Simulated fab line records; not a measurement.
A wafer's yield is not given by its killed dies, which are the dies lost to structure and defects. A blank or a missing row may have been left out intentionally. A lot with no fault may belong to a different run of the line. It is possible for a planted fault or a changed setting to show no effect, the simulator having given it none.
Struck lot and sound lot, side by side	flow nand-harc	21 steps out of a route of 1159
Sound: wafers L469.3, L469.5, L469.6. Struck: wafers L477.1, L477.4, L477.6. The cause is given at the end.
Per side, at each step with rows, come the tool, then ch with its chambers, and then its first start. Under that, the readings that differ: sound wafers	struck wafers	difference of the means	sigmas: that difference in standard deviations of wafers without a fault.
alike: readings whose means differ by less than 2 such deviations, and words and numbers that are the same on both sides. not compared: withheld readings, readings that some wafer has no value for, bounds like >300 that may hide the same value, and numbers for which the record gives no deviation and whose values overlap.
The two part at a step that has a row with sigmas, a row that says differs or no value, or rows on one side only. Numbers that have no deviation but don't overlap get no sigmas and don't part them. Lack of a reading on every wafer of one side parts them only where that side has two or more wafers.

first, 2 steps without rows for these wafers: NHARC_P_BONDPAD_HARDBAKE_10 (time 65 s); NHARC_P_BONDPAD_DESCUM_11 (chemistry O2, time 3 s).
NHARC_P_BONDPAD_ETCH_37: etches the open film in N2/H2, target depth 60 nm, overetch 18 nm, time 65.91 s.
  sound on rie-diel-07 ch 0,1,3, day 7 00:00; struck on rie-diel-07 ch 0,1,3, day 8 16:43
  alike: drypump-motor-current-A, h2-flow-sccm, n2-flow-sccm, oes-product-au, rf-vpp-V, showerhead-plenum-p-Torr, throttle-valve-pct
  not compared: rf-hours-counter-h
then, 1 step without rows for these wafers: NHARC_P_BONDPAD_ETCH_12 (etches the open film in CHF3/O2, target depth 200 nm, time 100 s).
NHARC_P_BONDPAD_CD_MEAS_13:
  sound: cd-sem-01 at day 7 00:13; struck: cd-sem-01 at day 8 16:57
  alike: cd-nm
NHARC_P_BONDPAD_STRIP_15: strips in O2.
  sound on rie-diel-07 ch 0,1,3, day 7 00:19; struck on rie-diel-09 ch 0,1, day 8 17:01
reading	sound	struck	difference	sigmas
showerhead-plenum-p-Torr (Torr)	3.30 3.46 3.45	3.71 3.65 3.65	+0.27	+2
  alike: drypump-motor-current-A, oes-product-au, rf-vpp-V, throttle-valve-pct
  not compared: rf-hours-counter-h
NHARC_P_BONDPAD_ETCH_24: etches the open film in CF4/N2, target depth 30 nm, time 72.99 s.
  sound on rie-diel-07 ch 0,3; struck on rie-diel-09 ch 1,3
  alike: drypump-motor-current-A, n2-flow-sccm, oes-product-au, rf-vpp-V, showerhead-plenum-p-Torr, throttle-valve-pct
  not compared: rf-hours-counter-h
then, 1 step without rows for these wafers: NHARC_P_BONDPAD_STRIP_16 (strips in post etch residue remover, time 600 s).
NHARC_P_BONDPAD_DEGAS_25: time 60 s.
  sound: pvd-sputter-02 at day 7 00:55; struck: pvd-sputter-02 at day 8 17:35
  alike: heater-power-w
then, 3 steps without rows for these wafers: NHARC_P_BONDPAD_PRE_CLEAN_26 (time 30 s); NHARC_P_BONDPAD_PVD_17 (deposits TaN, target thk 5 nm, time 8.06 s); NHARC_P_BONDPAD_PVD_27 (deposits Cu, target thk 30 nm, time 20.49 s).
NHARC_P_BONDPAD_ECD_18: material Cu, target thk 400 nm.
  sound on ecd-cu-02 ch 0,1, day 7 01:20; struck on ecd-cu-01 ch 0,1, day 8 17:56
then, 3 steps without rows for these wafers: NHARC_P_BONDPAD_ANNEAL_28 (time 90 s); NHARC_P_BONDPAD_CMP_19 (polishes, t overpolish 30 s, cu recess touch 16 s, target thk 160.81 nm); NHARC_P_BONDPAD_SRD_21 (time 30 s, dry time 20 s).
NHARC_P_BONDPAD_INSPECT_23:
  sound: defect-inspect-02 at day 7 02:32; struck: defect-inspect-02 at day 8 19:11
  alike: raw-defect-count
NHARC_P_BONDPAD_ACTIVATE_29: chemistry N2, time 60 s.
  sound on rie-diel-07 ch 0,1,2, day 7 02:38; struck on rie-diel-05 ch 1,2,3, day 8 19:16
  alike: drypump-motor-current-A, n2-flow-sccm, oes-product-au, rf-vpp-V, showerhead-plenum-p-Torr
  not compared: rf-hours-counter-h
then, 2 steps without rows for these wafers: NHARC_P_BONDPAD_PRECLEAN_30 (cleans in DIW, time 300 s); NHARC_P_BONDPAD_SRD_31 (time 30 s, dry time 20 s).
-- jump in the record: it breaks off in module P_BONDPAD and resumes in module END (first step shown: number 1159 of the route), and 14 days separate the struck wafers' starts before and after --
NHARC_END_SORT_01:
  sound on prober-02 ch 0, day 19 09:20; struck on prober-02 ch 0, day 23 05:19
reading	sound	struck	difference	sigmas
defect-limited-yield (%)	97.0 95.3 94.8	3.0 0.9 1.3	-94.0	-72
killed-at-periphery	3 4 10	631 637 631	+627	+99 or more
killed-dies	20 32 35	657 671 668	+636	+71
sort_bin_2_pct (%)	0.9 1.9 1.6	93.4 95.6 94.8	+93.1	+99 or more
sort-n-pass	657 645 642	20 6 9	-636	-71
sort-rim-yield-pct (%)	95 92 93	0 3 0	-92	-28
sort-yield-pct (%)	97.0 95.3 94.8	3.0 0.9 1.3	-94.0	-72
  alike: killed-at-array, killed-at-other, killed-open, killed-short, sort_bin_3_pct, sort_bin_4_pct

## WHERE THEY PART
Earliest at NHARC_P_BONDPAD_STRIP_15; latest, in this record, at NHARC_END_SORT_01.

WHY: what the simulator had put in
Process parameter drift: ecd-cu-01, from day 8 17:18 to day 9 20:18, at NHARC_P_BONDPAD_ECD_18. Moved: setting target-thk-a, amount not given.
